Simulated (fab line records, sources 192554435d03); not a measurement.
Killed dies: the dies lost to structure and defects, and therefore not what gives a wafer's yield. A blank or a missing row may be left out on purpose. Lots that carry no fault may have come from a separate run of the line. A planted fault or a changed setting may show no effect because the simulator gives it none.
A lot that was struck, set against a sound lot | flow n5-finfet | 37 out of 1938 route steps
Sound: these wafers, L878.4, L878.5, L878.6. Struck: wafers L872.2, L872.6 (left out: L872.4, a lot-mate that was not struck); the cause follows at the end.
Per side, at each step with rows, come the tool, then ch with its chambers, and then its first start. Under that, the readings that differ: sound wafers | struck wafers | difference of the means | sigmas: that difference in standard deviations of wafers without a fault.
alike: readings whose means differ by less than 2 such deviations, and words and numbers that are the same on both sides. not compared: withheld readings, readings that some wafer has no value for, bounds like >300 that may hide the same value, and numbers for which the record gives no deviation and whose values overlap.
The two part at a step that has a row with sigmas, a row that says differs or no value, or rows on one side only. Numbers that don't overlap but have no deviation are shown without sigmas and don't part them. A reading missing from all wafers of one side parts the sides only when that side holds two or more wafers.

first, 9 steps without rows for these wafers: N5_BEOL_M10_PEB_26 (peb time 60 s); N5_BEOL_M10_DEVELOP_27 (develop time 30 s); N5_BEOL_M10_DESCUM_33 (chemistry O2, time 7.9 s); N5_BEOL_M10_ETCH_65 (etches SiARC in CF4, target depth 39 nm, time 65 s); N5_BEOL_M10_ETCH_66 (etches SOC in N2/H2, target depth 120 nm, overetch 24 nm, time 180 s); N5_BEOL_M10_STRIP_69 (strips in N2/H2); N5_BEOL_M10_VIA_ETCH_34 (etches SiCOH lowk in C4F6/O2, target depth 184.5 nm, time 69.2 s); N5_BEOL_M10_STRIP_73 (strips in C4F6/O2); N5_BEOL_M10_STRIP_36 (strips in N2/H2).
N5_BEOL_M10_TRENCH_ETCH_37: etches SiCOH lowk in C4F6/O2, target depth 148.83 nm, time 48 s.
  sound on rie-diel-05 ch 0,3, day 14 09:59; struck on rie-diel-06 ch 0, day 13 05:57
  reading                                     | sound             | struck      | difference | sigmas
  oes_f_703_au (a.u.)                         | 0.88 0.87 0.71    | 1.19 1.20   | +0.37      | +4
  oes_o_777_au (a.u.)                         | 0.86 0.87 0.70    | 1.11 1.11   | +0.30      | +3
  rf-fwd-power-W (W)                          | 340.8 342.3 342.2 | 549.0 549.9 | +207.7     | +99 or more
  rf-vpp-V (V)                                | 623 620 680       | 565 562     | -78        | -3
  model.etch.depth-nm (nm)                    | 147.1 148.2 148.7 | 173.1 173.5 | +25.3      |
  model.BEOL_M10.feature-depth-nm (nm)        | 147.2 148.2 148.6 | 173 173.4   | +25        |
  model.TiN_of_BEOL_M10_HM_DEP_02.thk-nm (nm) | 15.8 15.8 16.2    | 15 15.2     | -1         |
  alike: O2_flow_sccm, drypump-motor-current-A, oes-product-au, showerhead-plenum-p-Torr, throttle-valve-pct
  not compared: rf-hours-counter-h
then, 2 steps without rows for these wafers: N5_BEOL_M10_ETCH_41 (etches SiCN in CH3F/O2, target depth 42.6 nm, time 86 s); N5_BEOL_M10_STRIP_77 (strips in N2/H2, time 10 s).
N5_BEOL_M10_OCD_MEAS_38:
  sound: ocd-02 at day 14 10:11; struck: ocd-02 at day 13 06:08
  reading              | sound       | struck  | difference | sigmas
  trench-depth-nm (nm) | 147 149 149 | 173 174 | +25        | +7
then, 13 steps without rows for these wafers: N5_BEOL_M10_HM_STRIP_39 (strips TiN in peroxide tin strip, target depth 25 nm, time 158 s); N5_BEOL_M10_SRD_40 (time 30 s); N5_BEOL_M10_PRECLEAN_42 (cleans in residue remover, time 60 s); N5_BEOL_M10_SRD_43 (time 30 s); N5_BEOL_M10_CURE_72 (cures SiCOH lowk, time 120 s); N5_BEOL_M10_DEGAS_44 (time 60 s); N5_BEOL_M10_PRE_CLEAN_45 (time 30 s); N5_BEOL_M10_ALD_74 (deposits TaN, target thk 2 nm, pulse time 2 s, purge time 3 s); N5_BEOL_M10_SURFACE_TREAT_76; N5_BEOL_M10_CVD_75 (deposits Co from CCTBA/H2, target thk 2 nm, time 138.9 s); N5_BEOL_M10_SPUTTER_48 (material Cu, target thk 12 nm, time 2 s); N5_BEOL_M10_ECD_50 (material Cu, target thk 318 nm); N5_BEOL_M10_ANNEAL_51 (time 90 s).
N5_BEOL_M10_CMP_52: polishes, stops on SiCOH lowk, t overpolish 7 s, target thk 140 nm.
  sound on cmp-02 ch 0,1,2, day 14 12:39; struck on cmp-03 ch 1,2, day 13 08:28
  reading                                 | sound             | struck      | difference | sigmas
  barrier-field-endpoint-s (s)            | 29.0 30.6 29.3    | 27.0 28.5   | -1.9       | -2
  time-to-endpoint-s (s)                  | 67 72 68          | 57 63       | -9         | -2
  model.Cu_of_BEOL_M10_ECD_50.thk-nm (nm) | 138.8 139.4 140.8 | 161.6 163.8 | +23.0      |
  alike: motor-current-A, overpolish-run-s, retaining-ring-pressure-frac
N5_BEOL_M10_THK_MEAS_53: measures by xrf.
  sound: film-metro-01 at day 14 12:52; struck: film-metro-02 at day 13 08:46
  reading      | sound       | struck  | difference | sigmas
  M10_THK (nm) | 139 140 141 | 164 166 | +25        | +6
then, 2 steps without rows for these wafers: N5_BEOL_M10_PRE_CLEAN_55 (time 15 s); N5_BEOL_M10_DEP_56 (deposits SiCN from 3MS/NH3, target thk 15 nm, time 26.5 s).
N5_BEOL_M10_RS_MEAS_57: uses a four-point probe to measure.
  sound: film-metro-01 at day 14 13:01; struck: film-metro-02 at day 13 08:54
  reading         | sound             | struck      | difference | sigmas
  M10_RS (ohm/sq) | 0.153 0.152 0.150 | 0.129 0.127 | -0.024     | -5
then, 5 steps without rows for these wafers: N5_BEOL_M11_ILD_DEP_00 (deposits SiCOH lowk from DEMS/porogen, target thk 308.51 nm, time 58 s); N5_BEOL_M11_CURE_71 (cures SiCOH lowk, time 240 s); N5_BEOL_M11_PECVD_70 (deposits SiO2 from TEOS/O2, target thk 20 nm, time 22.7 s); N5_BEOL_M11_HM_DEP_02 (deposits TiN, target thk 20 nm); N5_BEOL_M11_COAT_59 (time 60 s, resist thk 100 nm).
N5_BEOL_M15_RC_MEAS_101:
  sound on prober-01 ch 0, day 15 23:15; struck on prober-01 ch 0, day 14 20:16
  reading                    | sound                 | struck          | difference | sigmas
  COMB_M9 (S/m)              | 1e-11 1.1e-11 1.1e-11 | 1.9e-11 1.6e-11 | +6.8e-12   | +2
  SERP_M10 (ohm/um)          | 3.10 3.07 3.04        | 2.67 2.49       | -0.49      | -4
  SERP_M10_max_site (ohm/um) | 3.27 3.22 3.07        | 2.70 2.55       | -0.56      | -5
  alike: COMB_M11, COMB_M12, COMB_M13, COMB_M14, COMB_M15, COMB_M5, COMB_M6, COMB_M7, COMB_M8, SERP_M11, SERP_M12, SERP_M13, SERP_M14, SERP_M5, SERP_M6, SERP_M7, SERP_M8, SERP_M9

WHERE THEY PART
Last at N5_BEOL_M15_RC_MEAS_101 as far as this record goes, first at N5_BEOL_M10_TRENCH_ETCH_37.

WHY: what the simulator had put in
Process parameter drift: rie-diel-06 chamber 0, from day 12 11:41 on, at N5_BEOL_M10_TRENCH_ETCH_37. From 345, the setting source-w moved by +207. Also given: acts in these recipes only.
